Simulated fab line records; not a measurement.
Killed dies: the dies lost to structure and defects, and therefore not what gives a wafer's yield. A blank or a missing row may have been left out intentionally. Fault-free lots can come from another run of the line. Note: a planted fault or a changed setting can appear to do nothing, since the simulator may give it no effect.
The tool behind it: which one? | flow n5Finfet | 36 wafers from 12 lots sampled at 4 of the route's 1938 steps

## WHAT THE GAUGES SHOWED, per wafer
N5_MOL_CONTACT_COAG_THK_MEAS_53.
lot  | measured     | on           | VIA_MOL_THK (nm)
L075 | day 5 15:07  | filmMetro-01 | 43.1 44.0 44.3
L077 | day 5 22:37  | filmMetro-02 | 43.3 43.8 44.6
L079 | day 6 13:25  | filmMetro-01 | 42.8 44.6 43.2
L081 | day 7 02:51  | filmMetro-02 | 43.5 43.8 44.6
L083 | day 7 12:54  | filmMetro-01 | 42.8 42.8 43.6
L085 | day 7 22:47  | filmMetro-02 | 42.9 43.7 43.3
L087 | day 8 14:08  | filmMetro-02 | 43.1 43.4 44.1
L089 | day 9 03:01  | filmMetro-02 | 42.7 42.6 43.0
L091 | day 9 10:56  | filmMetro-01 | 44.2 44.0 44.7
L093 | day 9 20:25  | filmMetro-01 | 43.0 43.1 44.9
L095 | day 10 14:22 | filmMetro-01 | 43.2 43.8 44.0
L097 | day 11 01:23 | filmMetro-01 | 43.0 43.9 43.6

## TOOL THAT RAN EACH LOT (tool first, then ch and the chambers of the sampled wafers, then the start)
lot  | N5_GATE_CUT_VAPOR_ETCH_51        | N5_MOL_CONTACT_COAG_ETCH_105      | N5_MOL_CONTACT_COAG_ALD_133
L075 | rieMetal-03 ch 0,1, day 4 19:25  | rieDiel-03 ch 1,2,3, day 5 00:09  | aldSin-02 ch 0,1,3, day 5 13:38
L077 | rieMetal-02 ch 1, day 5 05:50    | rieDiel-02 ch 1,2,3, day 5 09:02  | aldSin-03 ch 0,3, day 5 20:56
L079 | rieMetal-02 ch 1, day 5 20:59    | rieDiel-02 ch 1,2,3, day 6 01:07  | aldSin-01 ch 1,2, day 6 11:52
L081 | rieMetal-01 ch 0,1, day 6 09:29  | rieDiel-03 ch 2,3, day 6 14:34    | aldSin-02 ch 0,3, day 7 01:21
L083 | rieMetal-01 ch 0,1, day 6 18:10  | rieDiel-02 ch 0,2,3, day 6 21:22  | aldSin-02 ch 1,2,3, day 7 11:27
L085 | rieMetal-02 ch 0,1, day 7 05:28  | rieDiel-04 ch 0,3, day 7 08:58    | aldSin-02 ch 0,1,2, day 7 20:59
L087 | rieMetal-03 ch 0,1, day 7 19:28  | rieDiel-02 ch 0,2,3, day 7 22:49  | aldSin-02 ch 0,1,3, day 8 12:35
L089 | rieMetal-01 ch 0,1, day 8 07:41  | rieDiel-03 ch 1,2,3, day 8 11:04  | aldSin-03 ch 0,2,3, day 9 01:22
L091 | rieMetal-03 ch 0,1, day 8 17:01  | rieDiel-03 ch 1,2, day 8 20:24    | aldSin-02 ch 2,3, day 9 09:22
L093 | rieMetal-01 ch 0,1, day 9 05:31  | rieDiel-02 ch 1,2,3, day 9 08:48  | aldSin-01 ch 1,2,3, day 9 18:53
L095 | rieMetal-01 ch 0,1, day 9 19:28  | rieDiel-04 ch 0,1,3, day 9 23:28  | aldSin-03 ch 1,3, day 10 12:09
L097 | rieMetal-01 ch 0,1, day 10 09:07 | rieDiel-02 ch 0,1,3, day 10 12:51 | aldSin-01 ch 0,2,3, day 10 23:52
- N5_GATE_CUT_VAPOR_ETCH_51: etches HfO2 in BCl3/Cl2.
- N5_MOL_CONTACT_COAG_ETCH_105: etches SiARC in CF4, target depth 15.6 nm, time 26 s.
- N5_MOL_CONTACT_COAG_ALD_133: deposits SiO2, target thk 5 nm, pulse time 1 s, co reactant pulse time 1 s.

## THE ANSWER, worked out from the rows above alone
Rule: usual is defined by the lots themselves. The widest of any qualifying gaps counts: lots, ordered by their means at a reading, are off when they make up no more than a third of the lots, leave a main group of 4 or more, and stand apart from it by 3 or more times the standard deviation of that group's means. If all means in a main group match to the digits the tables above print for the reading, that group is not used. Also off: a lot with no number at a reading for which 4 or more lots have one. The other lots that the step has rows for count as sound.
None of the lots is off at any reading shown; this tells nothing.

## WHAT WAS PUT IN BY THE SIMULATOR
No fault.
